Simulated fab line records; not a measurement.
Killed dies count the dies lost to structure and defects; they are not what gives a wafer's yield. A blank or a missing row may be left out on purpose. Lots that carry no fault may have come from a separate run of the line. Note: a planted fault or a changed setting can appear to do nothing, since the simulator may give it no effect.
fab line records | flow n5Finfet
[record] lots = 10 | wafers = 30 | lastDay = 17
route steps=1938 shown BEOL_M15@1814 MIM_TOP_ETCH@1851
lots that met no fault: taken from a fault-free run of the same line
startH: hours from the record's opening day to when the first of the lot's shown wafers began | waitH: hours elapsed since this lot's preceding step | " repeats the value in the row above | L1.1+2: several wafers, shown together as one row | - no value, or no start given | * or withheld: withheld | < > ~ a bound
route shown NAME@n: names a module that has steps shown in the file, with the first one's number in the route | usual: mean/standard deviation of fault-free wafers | same: alike in all rows | chamber/n: place in a boat | sites: readings site by site | _std_site: standard deviation of those values | _edge_site: the outer-site mean with the inner-site mean subtracted | radiusMm: for every site, how far away it sits from the centre of the wafer | mask NAME#n: copy n | behind: the tool/chamber that last shaped the wafer | hold: what put the lot on hold/how long, in hours/how the hold closed | device: the n, p or np transistor that did not switch | end of line: tests run on the same wafers once the route is complete | for a step that has no rows: nothing shown but its recipe | killed: dies that structure and defects cost at the first sort, which is not the same as the wafer's yield | map: per-die view of a wafer (x killed, . not killed, _ where there is no die)
set.NAME: the run value of the setting; set.NAME@STEP: its run value at that earlier step | model.NAME: the simulator's own value behind a step, which no gauge read
a sample of lots followed through the steps of the route, with each step as a table and each wafer as a row
services: from which hour (startH, from the record's first day; less than 0 if before it) a tool's chamber was out of use, for how many hours, and why
[[steps]]
[step N5_BEOL_M15_ETCH_38]
[recipe] chemistry = CF4/N2 | target = SiCN | targetDepthA = 1064 | taperDeg = 2 | timeS = 120.5 | ionEnergyEv = 150 | maskMaterial = SiO2 | pressureMtorr = 40 | sourceW = 430 | biasW = 70 | Ar_flow_sccm = 100 | cf4FlowSccm = 60 | n2FlowSccm = 60
[usual] biasW = 69.98/0.2 | chamberPressureMTorr = 40.00/0.036 | drypumpMotorCurrentA = 5.8/0.42 | n2FlowSccm = 60.01/0.17 | oesProductAu = 0.78/0.088 | rfFwdPowerW = 428.6/1.4 | rfVppV = 381.5/1.5 | showerheadPlenumPTorr = 2.17/0.052 | throttleValvePct = 15.46/0.24
lot.wafer | tool       | chamber | startH | waitH | biasW | chamberPressureMTorr | drypumpMotorCurrentA | n2FlowSccm | oesProductAu | rfFwdPowerW | rfHoursCounterH | rfVppV | showerheadPlenumPTorr | throttleValvePct
L507.1    | rieDiel-02 | 1       | -      | -     | 69.95 | 40.04                | 5.8                  | 59.97      | 0.94         | 428.1       | 18              | 381.2  | 2.16                  | 15.58
L507.3    | "          | 0       | "      | "     | 70.11 | 40.01                | 5.0                  | 60.05      | 0.83         | 428.5       | 76              | 381.6  | 2.14                  | 15.36
L507.4    | "          | 1       | "      | "     | 70.23 | 40.02                | 5.8                  | 60.11      | 0.93         | 431.1       | -               | 382.9  | 2.16                  | 15.59
L511.3    | rieDiel-01 | 1       | -      | -     | 70.00 | 39.95                | 5.4                  | 59.92      | 0.71         | 428.1       | 206             | 380.5  | 2.10                  | 15.38
L511.5    | "          | 3       | "      | "     | 69.96 | 40.04                | 6.2                  | 59.95      | 0.73         | 429.4       | -               | 378.7  | 2.11                  | 15.43
L511.6    | "          | 0       | "      | "     | 70.26 | 39.95                | 6.3                  | 60.11      | 0.89         | 430.6       | -               | 381.7  | 2.15                  | 15.04
L513.3    | rieDiel-02 | 3       | -      | -     | 70.32 | 39.94                | 6.3                  | 60.00      | 0.79         | 430.1       | 116             | 383.1  | 2.21                  | 15.53
L513.4    | "          | 0       | "      | "     | 70.21 | 40.01                | 5.0                  | 60.14      | 0.82         | 429.3       | 86              | 379.9  | 2.14                  | 15.38
L513.5    | "          | 0       | "      | "     | 70.05 | 40.01                | 5.0                  | 60.24      | 0.83         | 429.8       | -               | 379.7  | 2.14                  | 15.37
L514.2    | rieDiel-06 | 3       | -      | -     | 70.16 | 39.96                | 5.3                  | 59.92      | 0.70         | 426.6       | 239             | 384.8  | 2.27                  | 15.79
L514.4    | "          | 1       | "      | "     | 70.08 | 39.95                | 5.5                  | 59.96      | 0.71         | 429.9       | 198             | 382.8  | 2.19                  | 15.19
L514.5    | "          | 1       | "      | "     | 69.70 | 39.97                | 5.5                  | 60.01      | 0.71         | 430.4       | -               | 382.8  | 2.19                  | 15.16
L509.2    | rieDiel-01 | 2       | -      | -     | 69.75 | 40.00                | 5.8                  | 59.97      | 0.74         | 428.5       | 206             | 381.7  | 2.19                  | 15.61
L509.5    | "          | 2       | "      | "     | 69.83 | 40.03                | 5.9                  | 59.84      | 0.74         | 429.8       | -               | 382.8  | 2.19                  | 15.63
L509.6    | "          | 0       | "      | "     | 69.80 | 39.99                | 6.3                  | 60.03      | 0.88         | 429.0       | -               | 381.2  | 2.14                  | 15.05
L522.2    | rieDiel-01 | 0       | -      | -     | 69.86 | 39.97                | 6.3                  | 59.92      | 0.86         | 428.8       | 68              | 382.1  | 2.14                  | 15.12
L522.4    | "          | 3       | "      | "     | 69.84 | 39.99                | 6.2                  | 59.91      | 0.71         | 430.5       | -               | 379.8  | 2.10                  | 15.47
L522.5    | "          | 2       | "      | "     | 69.78 | 39.96                | 5.9                  | 59.74      | 0.73         | 428.1       | -               | 380.3  | 2.19                  | 15.64
L521.1    | rieDiel-06 | 3       | -      | -     | 70.16 | 39.97                | 5.2                  | 59.89      | 1.01         | 427.4       | 1               | 384.0  | 2.27                  | 15.33
L521.3    | "          | 0       | "      | "     | 69.86 | 40.03                | 5.6                  | 60.30      | 0.85         | 429.2       | 49              | 381.7  | 2.16                  | 15.52
L521.6    | "          | 2       | "      | "     | 70.00 | 39.97                | 6.2                  | 59.97      | 0.69         | 431.6       | -               | 381.6  | 2.18                  | 15.92
L523.1    | rieDiel-01 | 2       | -      | -     | 70.02 | 40.03                | 5.9                  | 60.34      | 0.72         | 428.9       | 224             | 381.7  | 2.19                  | 15.65
L523.4    | "          | 0       | "      | "     | 70.02 | 40.02                | 6.3                  | 59.92      | 0.85         | 429.6       | 73              | 381.9  | 2.14                  | 15.11
L523.6    | "          | 2       | "      | "     | 69.91 | 40.01                | 5.9                  | 60.36      | 0.73         | 428.2       | -               | 381.4  | 2.19                  | 15.64
L526.1    | rieDiel-06 | 3       | -      | -     | 70.00 | 40.01                | 5.2                  | 59.94      | 0.95         | 430.5       | 9               | 383.3  | 2.26                  | 15.33
L526.2    | "          | 0       | "      | "     | 69.83 | 39.98                | 5.6                  | 59.87      | 0.84         | 429.2       | 57              | 381.3  | 2.16                  | 15.56
L526.5    | "          | 3       | "      | "     | 69.90 | 39.94                | 5.2                  | 59.90      | 0.96         | 428.4       | -               | 384.1  | 2.26                  | 15.33
L525.3    | rieDiel-01 | 1       | -      | -     | 69.52 | 39.98                | 5.5                  | 59.95      | 0.69         | 428.1       | 238             | 379.4  | 2.09                  | 15.46
L525.4    | "          | 0       | "      | "     | 70.30 | 40.04                | 6.3                  | 60.13      | 0.84         | 428.8       | 78              | 380.5  | 2.13                  | 15.11
L525.5    | "          | 0       | "      | "     | 70.52 | 40.05                | 6.3                  | 60.26      | 0.83         | 428.1       | -               | 379.0  | 2.13                  | 15.12
[step N5_BEOL_M15_SPUTTER_43]
[recipe] material = TaN | targetThkA = 150 | tempC = 50 | biasV = 168.6 | powerW = 15000 | chamberPressurePa = 0.12 | timeS = 24.19
[usual] cathodeDcPowerW = 15000/2.8 | throttleValvePct = 30.0/0.93
lot.wafer | tool          | chamber | startH | waitH | cathodeDcPowerW | throttleValvePct
L507.1    | pvdSputter-03 | -       | 284.82 | 0.0   | 15000           | 31.7
L507.3    | "             | -       | "      | "     | 14997           | 29.8
L507.4    | "             | -       | "      | "     | 14999           | 29.7
L511.3    | pvdSputter-02 | -       | 290.96 | 0.0   | 15000           | 30.2
L511.5    | "             | -       | "      | "     | 15002           | 29.9
L511.6    | "             | -       | "      | "     | 14999           | 30.4
L513.3    | pvdSputter-03 | -       | 310.02 | 0.0   | 15001           | 30.7
L513.4    | "             | -       | "      | "     | 14999           | 31.5
L513.5    | "             | -       | "      | "     | 14999           | 29.6
L514.2    | pvdSputter-03 | -       | 316.65 | 0.0   | 14998           | 31.9
L514.4    | "             | -       | "      | "     | 15001           | 30.5
L514.5    | "             | -       | "      | "     | 15000           | 29.6
L509.2    | pvdSputter-01 | -       | 322.78 | 0.0   | 14997           | 29.9
L509.5    | "             | -       | "      | "     | 15000           | 29.7
L509.6    | "             | -       | "      | "     | 15000           | 29.9
L522.2    | pvdSputter-02 | -       | 363.97 | 0.0   | 14999           | 29.7
L522.4    | "             | -       | "      | "     | 15000           | 28.8
L522.5    | "             | -       | "      | "     | 14997           | 30.1
L521.1    | pvdSputter-02 | -       | 372.55 | 0.0   | 14998           | 30.1
L521.3    | "             | -       | "      | "     | 15000           | 30.0
L521.6    | "             | -       | "      | "     | 15000           | 30.2
L523.1    | pvdSputter-01 | -       | 377.47 | 0.0   | 14996           | 30.3
L523.4    | "             | -       | "      | "     | 14999           | 27.3
L523.6    | "             | -       | "      | "     | 14997           | 29.8
L526.1    | pvdSputter-03 | -       | 393.91 | 0.0   | 14997           | 29.7
L526.2    | "             | -       | "      | "     | 14999           | 29.7
L526.5    | "             | -       | "      | "     | 15002           | 29.8
L525.3    | pvdSputter-02 | -       | 396.06 | 0.0   | 15000           | 30.1
L525.4    | "             | -       | "      | "     | 14997           | 30.2
L525.5    | "             | -       | "      | "     | 15000           | 30.2
[step N5_BEOL_M15_THK_MEAS_50]
[recipe] thkMeasGauge = xrf | reads = Cu_of_BEOL_M15_ECD_47
[usual] M15_THK = 870/18
lot.wafer | tool         | chamber | startH | waitH | M15_THK[nm]
L507.1    | filmMetro-01 | -       | 285.93 | -     | 876
L507.3    | "            | -       | "      | "     | 862
L507.4    | "            | -       | "      | "     | 887
L511.3    | filmMetro-02 | -       | 292.09 | -     | 858
L511.5    | "            | -       | "      | "     | 875
L511.6    | "            | -       | "      | "     | 891
L513.3    | filmMetro-02 | -       | 311.13 | -     | 856
L513.4    | "            | -       | "      | "     | 852
L513.5    | "            | -       | "      | "     | 863
L514.2    | filmMetro-01 | -       | 317.76 | -     | 874
L514.4    | "            | -       | "      | "     | 859
L514.5    | "            | -       | "      | "     | 866
L509.2    | filmMetro-02 | -       | 324.08 | -     | 832
L509.5    | "            | -       | "      | "     | 890
L509.6    | "            | -       | "      | "     | 870
L522.2    | filmMetro-01 | -       | 365.08 | -     | 845
L522.4    | "            | -       | "      | "     | 847
L522.5    | "            | -       | "      | "     | 845
L521.1    | filmMetro-02 | -       | 373.66 | -     | 884
L521.3    | "            | -       | "      | "     | 869
L521.6    | "            | -       | "      | "     | 901
L523.1    | filmMetro-02 | -       | 378.58 | -     | 861
L523.4    | "            | -       | "      | "     | 884
L523.6    | "            | -       | "      | "     | 882
L526.1    | filmMetro-02 | -       | 395.08 | -     | 878
L526.2    | "            | -       | "      | "     | 860
L526.5    | "            | -       | "      | "     | 863
L525.3    | filmMetro-01 | -       | 397.29 | -     | 904
L525.4    | "            | -       | "      | "     | 864
L525.5    | "            | -       | "      | "     | 903
[step N5_MIM_TOP_ETCH_ETCH_00]
[recipe] chemistry = Cl2/BCl3 | target = TiN | targetDepthA = 385 | ionEnergyEv = 150 | pressureMtorr = 10 | icpW = 1000 | biasW = 126 | Cl2_flow_sccm = 53.25 | bcl3FlowSccm = 21.75 | Ar_flow_sccm = 25
[usual] biasW = 126.0/0.33 | chamberPressureMTorr = 9.999/0.0082 | drypumpMotorCurrentA = 5.9/0.58 | oesProductAu = 0.81/0.1 | rfFwdPowerW = 995/3.6 | throttleValvePct = 22.65/0.26
lot.wafer | tool        | chamber | startH | waitH | biasW | chamberPressureMTorr | drypumpMotorCurrentA | oesProductAu | rfFwdPowerW | rfHoursCounterH | throttleValvePct
L507.1    | rieMetal-02 | 0       | 292.01 | 0.1   | 126.6 | 9.996                | 5.1                  | 0.65         | 989         | 101             | 22.77
L507.3    | "           | 1       | "      | "     | 125.9 | 10.001               | 6.6                  | 0.80         | 998         | -               | 22.60
L507.4    | "           | 0       | "      | "     | 125.9 | 9.993                | 5.1                  | 0.65         | 987         | -               | 22.78
L511.3    | rieMetal-01 | 0       | 296.84 | 0.1   | 125.7 | 10.005               | 5.4                  | 0.84         | 994         | -               | 22.22
L511.5    | "           | 1       | "      | "     | 126.3 | 9.997                | 6.3                  | 0.95         | 997         | -               | 23.04
L511.6    | "           | 0       | "      | "     | 126.0 | 9.979                | 5.4                  | 0.84         | 997         | -               | 22.24
L513.3    | rieMetal-02 | 1       | 316.54 | 0.1   | 126.4 | 10.000               | 6.6                  | 0.79         | 1001        | -               | 22.60
L513.4    | "           | 0       | "      | "     | 125.8 | 9.994                | 5.1                  | 0.66         | 997         | -               | 22.78
L513.5    | "           | 1       | "      | "     | 125.8 | 9.996                | 6.6                  | 0.80         | 997         | -               | 22.61
L514.2    | rieMetal-01 | 0       | 322.44 | 0.1   | 126.0 | 9.995                | 5.4                  | 0.83         | 998         | 27              | 22.23
L514.4    | "           | 0       | "      | "     | 125.7 | 9.992                | 5.4                  | 0.84         | 999         | -               | 22.24
L514.5    | "           | 1       | "      | "     | 125.8 | 9.985                | 6.3                  | 0.92         | 997         | -               | 23.05
L509.2    | rieMetal-02 | 1       | 328.77 | 0.1   | 126.4 | 9.977                | 6.6                  | 0.80         | 996         | 33              | 22.61
L509.5    | "           | 1       | "      | "     | 126.4 | 9.986                | 6.6                  | 0.79         | 991         | -               | 22.61
L509.6    | "           | 0       | "      | "     | 125.8 | 9.995                | 5.1                  | 0.66         | 993         | -               | 22.78
L522.2    | rieMetal-02 | 0       | 368.77 | 0.1   | 126.1 | 9.995                | 5.1                  | 1.01         | 993         | 0               | 22.76
L522.4    | "           | 0       | "      | "     | 126.0 | 10.007               | 5.1                  | 1.00         | 995         | -               | 22.76
L522.5    | "           | 1       | "      | "     | 119.7 | 9.999                | 6.6                  | 0.77         | 989         | -               | 22.62
L521.1    | rieMetal-02 | 1       | 380.86 | 0.1   | 120.2 | 9.997                | 6.6                  | 0.76         | 995         | 39              | 22.61
L521.3    | "           | 1       | "      | "     | 120.0 | 10.003               | 6.6                  | 0.76         | 999         | -               | 22.62
L521.6    | "           | 1       | "      | "     | 120.4 | 10.011               | 6.6                  | 0.75         | 997         | -               | 22.61
L523.1    | rieMetal-03 | 0       | 384.10 | 0.1   | 126.6 | 9.999                | 6.2                  | 0.64         | 996         | 97              | 22.57
L523.4    | "           | 0       | "      | "     | 125.9 | 10.002               | 6.2                  | 0.64         | 987         | -               | 22.57
L523.6    | "           | 0       | "      | "     | 126.5 | 10.001               | 6.2                  | 0.64         | 990         | -               | 22.57
L526.1    | rieMetal-03 | 1       | 400.29 | 0.1   | 125.7 | 9.995                | 6.1                  | 0.74         | 1000        | 68              | 22.72
L526.2    | "           | 0       | "      | "     | 125.8 | 10.006               | 6.2                  | 0.64         | 995         | 98              | 22.56
L526.5    | "           | 1       | "      | "     | 126.3 | 10.003               | 6.1                  | 0.74         | 997         | -               | 22.75
L525.3    | rieMetal-01 | 0       | 403.62 | 0.1   | 126.6 | 9.999                | 5.4                  | 0.82         | 999         | -               | 22.26
L525.4    | "           | 1       | "      | "     | 126.3 | 10.009               | 6.3                  | 0.88         | 988         | -               | 23.06
L525.5    | "           | 0       | "      | "     | 126.2 | 9.999                | 5.4                  | 0.81         | 1000        | -               | 22.24
[[services]]
tool          | chamber | startH | hours | kind
rieMetal-03   | -       | 262.60 | 0.2   | repair
pvdSputter-02 | -       | 281.96 | 0.5   | repair
rieDiel-06    | -       | 291.33 | 15.6  | pm
rieDiel-02    | 3       | 315.13 | 4.7   | repair
rieDiel-02    | 0       | 339.01 | 2.1   | repair
rieDiel-01    | 1       | 348.30 | 14.7  | repair
rieMetal-02   | 0       | 351.64 | -     | clean
rieMetal-02   | 0       | 351.64 | 13.3  | scheduledDown
rieMetal-02   | 0       | 351.64 | 13.3  | ventCycle
rieDiel-06    | 3       | 351.85 | -     | clean
rieDiel-06    | 3       | 351.85 | -     | consumableReplace:focusRing
rieDiel-06    | 3       | 351.85 | 14.5  | scheduledDown
rieDiel-06    | 3       | 351.85 | 14.5  | ventCycle
rieDiel-02    | 0       | 361.56 | 5.1   | repair
rieDiel-01    | -       | 368.32 | 1.0   | repair
rieDiel-06    | 2       | 391.22 | -     | clean
rieDiel-06    | 2       | 391.22 | -     | consumableReplace:focusRing
[[key]]
[firstSign] step = N5_MIM_TOP_ETCH_ETCH_00 | reading = biasW | direction = down | sigmas = 18 | usual = * | struck = *
effect none on later readings
metAt N5_MIM_TOP_ETCH_ETCH_00
struckLots L521,L522
struckWafers L521.1,L521.3,L521.6,L522.5
notActingAt N5_BEOL_M15_ETCH_38,N5_BEOL_M15_SPUTTER_43,N5_BEOL_M15_THK_MEAS_50
onsetBetween 328.77 368.77
[fault] kind = processParameterDrift | tool = rieMetal-02 | chamber = 1 | onsetH = 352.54 | steps = N5_MIM_TOP_ETCH_ETCH_00 | channel = biasW | offset = * | shape = step | endH = 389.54 | actsIn = * | stated = *
